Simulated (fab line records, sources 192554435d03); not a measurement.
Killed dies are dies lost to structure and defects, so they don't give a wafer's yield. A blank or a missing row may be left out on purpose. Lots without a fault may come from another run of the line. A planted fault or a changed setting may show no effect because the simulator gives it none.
Chamber matching | flow n5_finfet | N5_GATE_CUT_CMP_61 on cmp-03: 4 sister chambers
The step polishes, stops on SiNx, t overpolish 3 s. 22 wafers are shown with their chamber, then 11 later ones without.

WAFERS WITH THEIR CHAMBER
wafer  | chamber | motor_current_A (A)
L074.1 | 2       | 12.9
L074.4 | 0       | 11.9
L074.5 | 1       | 11.3
L076.2 | 2       | 12.7
L076.3 | 1       | 11.1
L076.4 | 3       | 15.2
L078.1 | 1       | 11.1
L078.4 | 3       | 15.2
L078.6 | 2       | 11.8
L079.1 | 2       | 12.1
L079.3 | 0       | 11.3
L079.6 | 1       | 10.6
L081.2 | 2       | 11.7
L081.3 | 1       | 10.3
L081.5 | 0       | 11.6
L084.2 | 2       | 12.5
L084.3 | 0       | 12.2
L084.6 | 0       | 11.6
L088.1 | 1       | 10.9
L088.3 | 2       | 12.0
L088.4 | 3       | 14.5
L089.1 | 0       | 11.8

SIGNATURES (means of the wafers above)
reading         | chamber 0 | chamber 1 | chamber 2 | chamber 3 | scatter within a chamber
motor_current_A | 11.733    | 10.883    | 12.243    | 14.967    | 0.392
Rule: a wafer's distance from a chamber is the root of the sum, over the readings, of the square of ((its reading less the chamber's mean) divided by the reading's scatter). The wafer belongs to the nearest chamber; if the next one is less than 2 further off, it can't be placed. The scatter: the root of (the sum of the squares of (reading less its chamber's mean) over the shown wafers, divided by (wafers less chambers)).

WAFERS WITHOUT THEIR CHAMBER
wafer  | motor_current_A (A)
L089.4 | 14.7
L089.5 | 12.7
L090.2 | 11.9
L090.3 | 15.2
L090.5 | 11.8
L095.2 | 10.6
L095.3 | 11.9
L095.4 | 13.0
L097.3 | 10.3
L097.5 | 10.7
L097.6 | 12.2

WHICH CHAMBER EACH WENT THROUGH
wafer  | from the rows above     | in truth
L089.4 | 3                       | 3
L089.5 | can't be placed: 2 or 0 | 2
L090.2 | can't be placed: 0 or 2 | 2
L090.3 | 3                       | 3
L090.5 | can't be placed: 0 or 2 | 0
L095.2 | 1                       | 1
L095.3 | can't be placed: 0 or 2 | 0
L095.4 | can't be placed: 2 or 0 | 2
L097.3 | 1                       | 1
L097.5 | 1                       | 1
L097.6 | can't be placed: 2 or 0 | 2
Placed correctly: 5 of 11. Can't be placed from these rows: 6 (the true chamber is among the candidates in 6). Placed wrongly: 0.
